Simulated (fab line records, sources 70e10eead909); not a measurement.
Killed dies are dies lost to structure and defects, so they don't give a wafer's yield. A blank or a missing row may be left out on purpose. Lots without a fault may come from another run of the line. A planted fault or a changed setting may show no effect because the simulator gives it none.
Chamber matching | flow nand_harc | NHARC_A_CHANNEL_HOLE_D2_ETCH_38 on rie_diel-04: 4 sister chambers
The step etches the open film in CF4, target depth 39 nm, time 65 s. 16 wafers are shown with their chamber, then 8 later ones without.

WAFERS WITH THEIR CHAMBER
wafer  | chamber | drypump_motor_current_A (A) | oes_product_au (a.u.) | throttle_valve_pct (%)
L077.1 | 3       | 5.9                         | 1.006                 | 13.293
L077.2 | 0       | 5.7                         | 1.004                 | 13.294
L077.5 | 2       | 4.7                         | 1.011                 | 13.285
L078.4 | 0       | 5.7                         | 1.002                 | 13.279
L078.5 | 3       | 5.9                         | 1.006                 | 13.283
L078.6 | 0       | 5.6                         | 0.994                 | 13.281
L083.2 | 2       | 4.7                         | 1.012                 | 13.296
L083.3 | 3       | 5.9                         | 1.010                 | 13.286
L083.5 | 2       | 4.7                         | 1.018                 | 13.268
L086.2 | 3       | 5.9                         | 1.003                 | 13.272
L086.4 | 2       | 4.7                         | 1.018                 | 13.284
L086.6 | 0       | 5.7                         | 0.996                 | 13.283
L089.2 | 1       | 6.1                         | 0.986                 | 13.288
L089.4 | 3       | 5.9                         | 0.997                 | 13.280
L089.5 | 0       | 5.7                         | 0.980                 | 13.287
L090.1 | 1       | 6.1                         | 0.992                 | 13.310

SIGNATURES (means of the wafers above)
reading                 | chamber 0 | chamber 1 | chamber 2 | chamber 3 | scatter within a chamber
drypump_motor_current_A | 5.680     | 6.100     | 4.700     | 5.900     | 0.0258
oes_product_au          | 0.99520   | 0.98900   | 1.01475   | 1.00440   | 0.00652
throttle_valve_pct      | 13.28480  | 13.29900  | 13.28325  | 13.28280  | 0.00922
Rule: a wafer's distance from a chamber is the root of the sum, over the readings, of the square of ((its reading less the chamber's mean) divided by the reading's scatter). The wafer belongs to the nearest chamber; if the next one is less than 2 further off, it can't be placed. The scatter: the root of (the sum of the squares of (reading less its chamber's mean) over the shown wafers, divided by (wafers less chambers)).

WAFERS WITHOUT THEIR CHAMBER
wafer  | drypump_motor_current_A (A) | oes_product_au (a.u.) | throttle_valve_pct (%)
L090.2 | 4.7                         | 1.013                 | 13.287
L090.3 | 5.9                         | 1.016                 | 13.274
L091.2 | 4.7                         | 1.003                 | 13.284
L091.3 | 5.9                         | 1.004                 | 13.287
L091.6 | 5.9                         | 0.993                 | 13.299
L093.3 | 5.9                         | 1.006                 | 13.282
L093.5 | 4.7                         | 1.021                 | 13.279
L093.6 | 6.0                         | 0.999                 | 13.289

WHICH CHAMBER EACH WENT THROUGH
wafer  | from the rows above     | in truth
L090.2 | 2                       | 2
L090.3 | 3                       | 3
L091.2 | 2                       | 2
L091.3 | 3                       | 3
L091.6 | 3                       | 3
L093.3 | 3                       | 3
L093.5 | 2                       | 2
L093.6 | can't be placed: 3 or 1 | 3
Placed correctly: 7 of 8. Can't be placed from these rows: 1 (the true chamber is among the candidates in 1). Placed wrongly: 0.
